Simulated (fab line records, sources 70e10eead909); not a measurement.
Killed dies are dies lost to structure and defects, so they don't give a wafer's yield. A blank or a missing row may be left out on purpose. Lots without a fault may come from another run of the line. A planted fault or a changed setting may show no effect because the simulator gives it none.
Chamber matching | flow nand_harc | NHARC_P_ZERO_WELL_DESCUM_26 on rie_diel-13: 4 sister chambers
The step chemistry O2, time 3 s. 15 wafers are shown with their chamber, then 7 later ones without.

WAFERS WITH THEIR CHAMBER
wafer  | chamber | drypump_motor_current_A (A) | showerhead_plenum_p_Torr (Torr) | oes_product_au (a.u.)
L307.2 | 1       | 6.5                         | 1.79                            | 1.000
L307.3 | 2       | 5.4                         | 1.87                            | 0.999
L307.4 | 0       | 5.9                         | 2.07                            | 1.014
L310.1 | 2       | 5.4                         | 1.87                            | 1.014
L310.2 | 0       | 5.9                         | 2.07                            | 1.005
L310.3 | 1       | 6.5                         | 1.78                            | 1.004
L312.1 | 3       | 5.9                         | 1.79                            | 0.992
L312.4 | 2       | 5.4                         | 1.87                            | 1.000
L312.6 | 3       | 5.8                         | 1.79                            | 0.997
L313.3 | 0       | 5.9                         | 2.06                            | 1.019
L316.1 | 1       | 6.5                         | 1.78                            | 1.004
L316.2 | 3       | 5.9                         | 1.79                            | 0.995
L316.4 | 0       | 5.9                         | 2.06                            | 1.012
L324.1 | 0       | 5.9                         | 2.05                            | 1.016
L324.3 | 3       | 5.9                         | 1.78                            | 0.971

SIGNATURES (means of the wafers above)
reading                  | chamber 0 | chamber 1 | chamber 2 | chamber 3 | scatter within a chamber
drypump_motor_current_A  | 5.900     | 6.500     | 5.400     | 5.875     | 0.0261
showerhead_plenum_p_Torr | 2.0620    | 1.7833    | 1.8700    | 1.7875    | 0.00619
oes_product_au           | 1.01320   | 1.00267   | 1.00433   | 0.98875   | 0.00795
Rule: a wafer's distance from a chamber is the root of the sum, over the readings, of the square of ((its reading less the chamber's mean) divided by the reading's scatter). The wafer belongs to the nearest chamber; if the next one is less than 2 further off, it can't be placed. The scatter: the root of (the sum of the squares of (reading less its chamber's mean) over the shown wafers, divided by (wafers less chambers)).

WAFERS WITHOUT THEIR CHAMBER
wafer  | drypump_motor_current_A (A) | showerhead_plenum_p_Torr (Torr) | oes_product_au (a.u.)
L324.6 | 5.4                         | 1.86                            | 0.992
L327.1 | 6.0                         | 2.05                            | 0.996
L327.2 | 5.9                         | 1.78                            | 0.986
L327.3 | 6.5                         | 1.77                            | 0.992
L329.1 | 6.5                         | 1.77                            | 0.986
L329.4 | 5.8                         | 1.78                            | 0.978
L329.5 | 5.9                         | 2.05                            | 1.001

WHICH CHAMBER EACH WENT THROUGH
wafer  | from the rows above | in truth
L324.6 | 2                   | 2
L327.1 | 0                   | 0
L327.2 | 3                   | 3
L327.3 | 1                   | 1
L329.1 | 1                   | 1
L329.4 | 3                   | 3
L329.5 | 0                   | 0
Placed correctly: 7 of 7. Can't be placed from these rows: 0. Placed wrongly: 0.
